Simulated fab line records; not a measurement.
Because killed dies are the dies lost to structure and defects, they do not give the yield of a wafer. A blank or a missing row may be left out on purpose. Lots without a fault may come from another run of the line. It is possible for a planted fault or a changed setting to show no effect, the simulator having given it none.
Which tool is to blame?    flow nandHarc    12 lots with 36 wafers sampled at 5 steps, on a route of 1159 steps

## WHAT EACH GAUGE READ, for each wafer
NHARC_END_SORT_01.
lot   measured      on         killedAtArray  killedAtOther  killedAtPeriphery  killedDies   killedOpen  killedShort
L491  day 20 06:16  prober-01  23 23 21       1 0 1          1 2 1              25 25 23     4 3 2       1 1 1
L495  day 20 20:29  prober-02  19 30 27       2 0 3          2 2 4              23 32 34     4 5 4       1 0 2
L497  day 21 03:04  prober-01  20 14 21       0 0 0          4 0 2              24 14 23     4 0 2       4 1 1
L499  day 22 02:11  prober-02  29 28 27       1 0 0          3 7 3              33 35 30     2 3 2       3 3 1
L500  day 21 10:00  prober-02  32 24 25       0 0 1          2 1 2              34 25 28     7 3 2       0 2 2
L503  day 22 16:02  prober-01  42 35 46       0 0 0          4 3 5              46 38 51     4 0 4       1 0 5
L505  day 23 12:03  prober-02  672 673 674    0 1 1          5 3 2              677 677 677  4 6 7       3 2 1
L507  day 23 12:49  prober-01  672 670 670    4 3 2          1 4 5              677 677 677  1 4 0       2 2 1
L510  day 24 14:32  prober-02  25 27 27       0 0 0          3 4 2              28 31 29     2 6 3       3 2 1
L511  day 24 12:21  prober-01  49 50 45       0 1 0          6 2 5              55 53 50     5 2 6       1 3 2
L513  day 25 12:46  prober-02  19 23 26       1 4 3          2 1 2              22 28 31     6 0 6       1 2 0
L514  day 26 19:52  prober-02  29 19 19       2 2 0          1 2 2              32 23 21     2 2 2       3 1 3

## WHAT TOOL EACH LOT RAN ON (gives the tool, then ch and the chambers of the sampled wafers, and finally the start)
lot   NHARC_A_STAIRCASE_STRIP_475                   NHARC_A_SGD_CUT_DESCUM_14          NHARC_A_SGD_CUT_ETCH_15            NHARC_A_SGD_CUT_CMP_21
L491  rieDiel-11 ch 0,1, day 13 22:52 or earlier    rieDiel-06 ch 1,2, day 13 22:52    rieDiel-06 ch 0,2,3, day 13 23:21  cmp-03 ch 1,2, day 14 05:34
L495  rieDiel-11 ch 1,2,3, day 14 11:13 or earlier  rieDiel-13 ch 0,1,2, day 14 11:13  rieDiel-13 ch 0,1,2, day 14 11:41  cmp-01 ch 0,2,3, day 14 16:09
L497  rieDiel-11 ch 0,2,3, day 15 13:47 or earlier  rieDiel-05 ch 0,3, day 15 13:47    rieDiel-05 ch 0,1, day 15 14:15    cmp-03 ch 0,2,3, day 15 19:09
L499  rieDiel-12 ch 0,1,3, day 16 02:58 or earlier  rieDiel-13 ch 2,3, day 16 02:58    rieDiel-13 ch 2,3, day 16 03:41    cmp-01 ch 0,1, day 16 08:27
L500  rieDiel-11 ch 0,1,2, day 16 03:11 or earlier  rieDiel-05 ch 1,2,3, day 16 03:11  rieDiel-05 ch 0,1,3, day 16 03:43  cmp-04 ch 0,1,2, day 16 08:23
L503  rieDiel-11 ch 0,1,2, day 17 04:15 or earlier  rieDiel-05 ch 0,1,2, day 17 04:15  rieDiel-05 ch 1,2,3, day 17 04:44  cmp-04 ch 1,3, day 17 08:49
L505  rieDiel-02 ch 2,3, day 17 16:51 or earlier    rieDiel-05 ch 2,3, day 17 16:51    rieDiel-05 ch 1,2,3, day 17 17:20  cmp-01 ch 1,2,3, day 18 05:08
L507  rieDiel-12 ch 1,2, day 17 23:19 or earlier    rieDiel-05 ch 0,2,3, day 17 23:19  rieDiel-05 ch 0,1,2, day 17 23:47  cmp-03 ch 1,2, day 18 05:10
L510  rieDiel-02 ch 1,2,3, day 19 00:52 or earlier  rieDiel-05 ch 2,3, day 19 00:52    rieDiel-05 ch 1,2,3, day 19 01:25  cmp-01 ch 1,2,3, day 19 06:39
L511  rieDiel-11 ch 0,1,3, day 18 23:35             rieDiel-06 ch 1,2,3, day 19 01:12  rieDiel-06 ch 0,1,2, day 19 01:43  cmp-03 ch 1,2,3, day 19 06:39
L513  rieDiel-02 ch 1,2, day 20 03:13 or earlier    rieDiel-05 ch 0,1,2, day 20 03:13  rieDiel-05 ch 0,1,3, day 20 03:42  cmp-01 ch 0,2, day 20 10:39
L514  rieDiel-12 ch 1,3, day 20 02:28               rieDiel-05 ch 1,3, day 20 04:13    rieDiel-05 ch 0,2, day 20 04:42    cmp-01 ch 0,1, day 20 10:47
- NHARC_A_STAIRCASE_STRIP_475: strips in O2, time 20 s.
- NHARC_A_SGD_CUT_DESCUM_14: chemistry O2, time 3 s.
- NHARC_A_SGD_CUT_ETCH_15: etches the open film in CH3F/O2, target depth 75 nm, time 64.3 s.
- NHARC_A_SGD_CUT_CMP_21: polishes, target thk 148.19 nm.

## AS READ BY THE TOOLS THEMSELVES (means over the sampled wafers that have a number; for cases with no such wafer, the mark the record gives instead)
NHARC_A_STAIRCASE_STRIP_475.
lot   tool        drypumpMotorCurrentA (A)  oesProductAu (a.u.)  rfVppV (V)  showerheadPlenumPTorr (Torr)  throttleValvePct (%)
L491  rieDiel-11  5.9                       1.001                57.3        3.40                          17.043
L495  rieDiel-11  5.8                       1.002                57.4        3.49                          17.043
L497  rieDiel-11  6.1                       0.995                57.1        3.36                          17.039
L499  rieDiel-12  6.0                       0.991                57.4        3.49                          17.032
L500  rieDiel-11  5.7                       1.006                56.7        3.43                          17.037
L503  rieDiel-11  5.7                       1.007                58.0        3.61                          17.038
L505  rieDiel-02  5.9                       0.997                57.3        3.69                          17.037
L507  rieDiel-12  5.5                       0.999                58.5        3.51                          17.037
L510  rieDiel-02  6.1                       0.996                58.2        3.62                          17.029
L511  rieDiel-11  6.0                       0.995                57.8        3.61                          17.039
L513  rieDiel-02  6.3                       0.999                59.1        3.55                          17.043
L514  rieDiel-12  5.6                       1.008                57.9        3.51                          17.028

NHARC_A_SGD_CUT_DESCUM_14.
lot   tool        drypumpMotorCurrentA (A)  oesProductAu (a.u.)  rfVppV (V)  showerheadPlenumPTorr (Torr)  throttleValvePct (%)
L491  rieDiel-06  5.8                       1.002                58.4        1.93                          11.311
L495  rieDiel-13  5.7                       0.998                57.0        1.84                          11.311
L497  rieDiel-05  6.0                       1.010                58.4        1.96                          11.312
L499  rieDiel-13  5.5                       0.994                57.4        1.88                          11.308
L500  rieDiel-05  6.2                       1.000                58.2        2.00                          11.318
L503  rieDiel-05  5.8                       1.006                57.3        1.91                          11.311
L505  rieDiel-05  6.4                       1.015                57.4        2.04                          11.320
L507  rieDiel-05  6.0                       1.011                57.2        1.95                          11.310
L510  rieDiel-05  6.4                       1.005                58.4        2.04                          11.312
L511  rieDiel-06  5.9                       0.998                57.2        1.96                          11.312
L513  rieDiel-05  5.8                       1.011                57.2        1.91                          11.310
L514  rieDiel-05  6.2                       1.010                57.8        2.01                          11.314

NHARC_A_SGD_CUT_ETCH_15.
lot   tool        biasW (W)  ch3fFlowSccm (sccm)  drypumpMotorCurrentA (A)  oesProductAu (a.u.)  rfVppV (V)  showerheadPlenumPTorr (Torr)  throttleValvePct (%)
L491  rieDiel-06  100.01     50.00                6.2                       0.978                264.1       2.49                          20.667
L495  rieDiel-13  99.95      50.07                5.7                       0.960                261.7       2.36                          20.660
L497  rieDiel-05  99.97      50.00                5.6                       0.983                262.1       2.42                          20.653
L499  rieDiel-13  99.90      49.87                5.6                       0.957                262.2       2.42                          20.671
L500  rieDiel-05  100.01     50.06                5.8                       0.974                263.8       2.47                          20.667
L503  rieDiel-05  100.10     50.03                6.2                       0.982                266.3       2.57                          20.667
L505  rieDiel-05  -          -                    -                         -                    -           -                             -
L507  rieDiel-05  -          -                    -                         -                    -           -                             -
L510  rieDiel-05  100.27     50.18                6.2                       0.972                265.8       2.57                          20.656
L511  rieDiel-06  99.77      50.06                5.9                       0.977                263.8       2.49                          20.652
L513  rieDiel-05  99.96      50.01                5.8                       0.980                263.9       2.46                          20.656
L514  rieDiel-05  99.99      49.99                6.0                       0.960                264.1       2.50                          20.657

NHARC_A_SGD_CUT_CMP_21.
lot   tool    motorCurrentA (A)  padLifeWafers  timeToEndpointS (s)
L491  cmp-03  12.6               258            57
L495  cmp-01  11.8               212            47
L497  cmp-03  12.1               494            50
L499  cmp-01  11.4               432            44
L500  cmp-04  12.6               332            44
L503  cmp-04  14.0               487            43
L505  cmp-01  11.4               134            52
L507  cmp-03  12.5               228            51
L510  cmp-01  11.5               290            49
L511  cmp-03  11.8               397            50
L513  cmp-01  12.0               433            47
L514  cmp-01  11.9               438            43

## THE ANSWER, worked out from the rows above alone
Rule: what is usual is taken from the lots themselves. Put in order of their means at a reading, lots are off if they are a third of the lots or fewer, leave a main group of 4 or more, and stand apart from it by a gap of 3 or more times the standard deviation of the main group's means; of several such gaps the widest counts. Not used: any main group whose means are identical at the precision the tables above print for the reading. Also off: a lot with no number at a reading for which 4 or more lots have one. Where the step has rows for the other lots, those lots are counted as sound. First the gauges in route order, then the tools' own readings, where a lot's mean is used as printed above. At the first step where some lot is off, the reading lying furthest off is the one used; lots without a number count as furthest.
Off: L505, L507 (NHARC_END_SORT_01, killedAtArray). The main group: mean 28, standard deviation 8.8.
If a tool, at a process step before that reading, ran all the lots that are off and no sound lot after the first of them, it fits. Not tried: the gauges at NHARC_END_SORT_01; whatever is off there is also off at NHARC_A_SGD_CUT_ETCH_15, on other tools, and gauge error can't account for it. Because NHARC_A_STAIRCASE_STRIP_475 lacks a start for some lots, the hours and order of its lots are taken from NHARC_A_SGD_CUT_DESCUM_14. Of those tried, none fits.

## WHAT THE SIMULATOR HAD PUT IN
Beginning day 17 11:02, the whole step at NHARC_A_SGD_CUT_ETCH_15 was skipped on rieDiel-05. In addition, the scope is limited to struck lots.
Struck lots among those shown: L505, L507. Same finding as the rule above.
